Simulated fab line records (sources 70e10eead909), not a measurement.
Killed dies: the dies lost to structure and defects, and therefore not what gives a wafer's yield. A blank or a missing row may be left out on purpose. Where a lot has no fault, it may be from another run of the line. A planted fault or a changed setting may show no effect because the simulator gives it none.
The tool behind it: which one? / flow nand harc / Sampling: 13 lots, 39 wafers, 2 of 1302 route steps

WHAT EACH GAUGE READ, for each wafer
NHARC_P_M2_THK_MEAS_24: measures by xrf. Usual: thk nm at 144.6 nm, with a standard deviation of 1.4.
lot=L834; measured=day 6 17:41; on=film metro-02; thk nm (nm)=145.3 144.9 145.8; flag=
lot=L835; measured=day 6 19:44; on=film metro-01; thk nm (nm)=145.0 145.2 145.7; flag=
lot=L836; measured=day 7 12:52; on=film metro-01; thk nm (nm)=146.0 144.8 144.1; flag=
lot=L837; measured=day 7 14:27; on=film metro-02; thk nm (nm)=144.8 146.2 144.4; flag=
lot=L840; measured=day 9 00:06; on=film metro-01; thk nm (nm)=146.9 143.0 143.3; flag=
lot=L841; measured=day 9 06:53; on=film metro-02; thk nm (nm)=142.8 145.7 144.0; flag=
lot=L843; measured=day 10 00:41; on=film metro-02; thk nm (nm)=144.9 146.0 144.3; flag=
lot=L846; measured=day 11 11:02; on=film metro-01; thk nm (nm)=143.1 145.6 146.2; flag=
lot=L849; measured=day 12 14:41; on=film metro-01; thk nm (nm)=142.6 143.2 143.6; flag=
lot=L852; measured=day 14 00:41; on=film metro-02; thk nm (nm)=146.6 144.2 147.6; flag=
lot=L853; measured=day 14 09:19; on=film metro-02; thk nm (nm)=145.3 145.5 144.8; flag=
lot=L855; measured=day 15 17:01; on=film metro-01; thk nm (nm)=143.9 141.6 143.1; flag=
lot=L857; measured=day 16 13:35; on=film metro-02; thk nm (nm)=143.3 142.7 144.8; flag=

NHARC_P_BONDPAD_CD_MEAS_09: the cd target is 500 nm. Usual: cd nm at 500.5 nm, with a standard deviation of 1.8.
lot=L834; measured=day 6 19:31; on=cd sem-02; cd nm (nm)=500.5 500.9 505.0; flag=
lot=L835; measured=day 6 21:41; on=cd sem-03; cd nm (nm)=499.8 500.1 500.9; flag=
lot=L836; measured=day 7 14:48; on=cd sem-03; cd nm (nm)=497.7 501.0 499.9; flag=
lot=L837; measured=day 7 16:24; on=cd sem-01; cd nm (nm)=500.4 501.8 501.3; flag=
lot=L840; measured=day 9 02:01; on=cd sem-03; cd nm (nm)=500.7 498.2 499.4; flag=
lot=L841; measured=day 9 08:53; on=cd sem-02; cd nm (nm)=498.3 498.3 499.3; flag=
lot=L843; measured=day 10 02:37; on=cd sem-01; cd nm (nm)=498.9 499.1 499.6; flag=
lot=L846; measured=day 11 12:51; on=cd sem-01; cd nm (nm)=499.8 503.0 502.3; flag=
lot=L849; measured=day 12 16:37; on=cd sem-03; cd nm (nm)=499.6 501.4 500.6; flag=
lot=L852; measured=day 14 03:04; on=cd sem-03; cd nm (nm)=500.2 498.5 501.6; flag=
lot=L853; measured=day 14 11:17; on=cd sem-02; cd nm (nm)=502.9 502.0 504.3; flag=
lot=L855; measured=day 15 19:02; on=cd sem-03; cd nm (nm)=498.6 499.3 500.3; flag=
lot=L857; measured=day 16 15:34; on=cd sem-03; cd nm (nm)=500.4 499.7 499.5; flag=

EACH LOT AND THE TOOL THAT RAN IT (in order: tool; ch and the chambers of the sampled wafers; start)
No process step before these readings appears in the record.

AS READ BY THE TOOLS THEMSELVES (means over the sampled wafers that have a number; for cases with no such wafer, the mark the record gives instead)
The record holds no such reading with a usual standard deviation.

THE ANSWER, worked out from the rows above alone
Rule: a lot counts as off when the mean over its wafers that have a number is more than 3 standard deviations away from the usual mean. A lot without any number at a reading at which 4 lots or more have one is off too. Any other lot the step has rows for is counted as sound. After the gauges, taken in route order, come the tools' own readings; for these a lot's mean is taken, as printed above. The first step at which some lot is off is used, and at that step the reading that is off furthest; a lot without a number counts as furthest.
Across all readings shown, no lot is off: no conclusion can be drawn from this.

WHAT HAD BEEN PUT IN BY THE SIMULATOR
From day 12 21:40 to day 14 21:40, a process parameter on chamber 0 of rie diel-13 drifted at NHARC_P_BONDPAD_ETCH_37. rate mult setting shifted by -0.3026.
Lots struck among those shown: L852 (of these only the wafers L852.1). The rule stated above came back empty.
